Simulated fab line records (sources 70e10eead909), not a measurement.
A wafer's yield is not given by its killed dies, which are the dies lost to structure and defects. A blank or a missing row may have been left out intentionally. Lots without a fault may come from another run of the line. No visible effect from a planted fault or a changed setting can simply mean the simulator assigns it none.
Chamber matching -- flow nand_harc -- NHARC_A_CHANNEL_HOLE_D2_DESCUM_15 on rie_diel-03: 4 sister chambers
The step chemistry O2, time 3 s. 4 wafers are shown with their chamber, then 7 later ones without.

## WAFERS, EACH WITH ITS CHAMBER
wafer,chamber,drypump_motor_current_A (A)
L085.1,2,6.0
L085.6,3,6.1
L088.1,1,6.1
L088.3,0,5.5

## WAFERS WITH NO CHAMBER GIVEN
wafer,drypump_motor_current_A (A)
L088.6,5.4
L092.3,6.1
L092.4,6.1
L092.6,6.1
L094.1,5.5
L094.3,6.0
L094.4,6.0

## THE CHAMBER EACH PASSED THROUGH
wafer,from the rows above,in truth
L088.6,0,0
L092.3,can't be placed: 1 or 3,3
L092.4,can't be placed: 1 or 3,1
L092.6,can't be placed: 1 or 3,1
L094.1,0,0
L094.3,2,2
L094.4,2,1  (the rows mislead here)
3 of 7 placed correctly. Can't be placed from these rows: 3 (the true chamber is among the candidates in 3). Placed wrongly: 1.
How it was worked out, from the rows above alone: a wafer's distance from a chamber is the root of the sum, over the readings, of the square of ((its reading less the chamber's mean) divided by the reading's scatter). The wafer belongs to the nearest chamber; if the next one is less than 2 further off, it can't be placed. For every chamber, the mean is computed from those of its wafers that are shown. The scatter: with one shown wafer a chamber, the root of the mean of the squares of how far each hidden wafer lies from its nearest shown one.
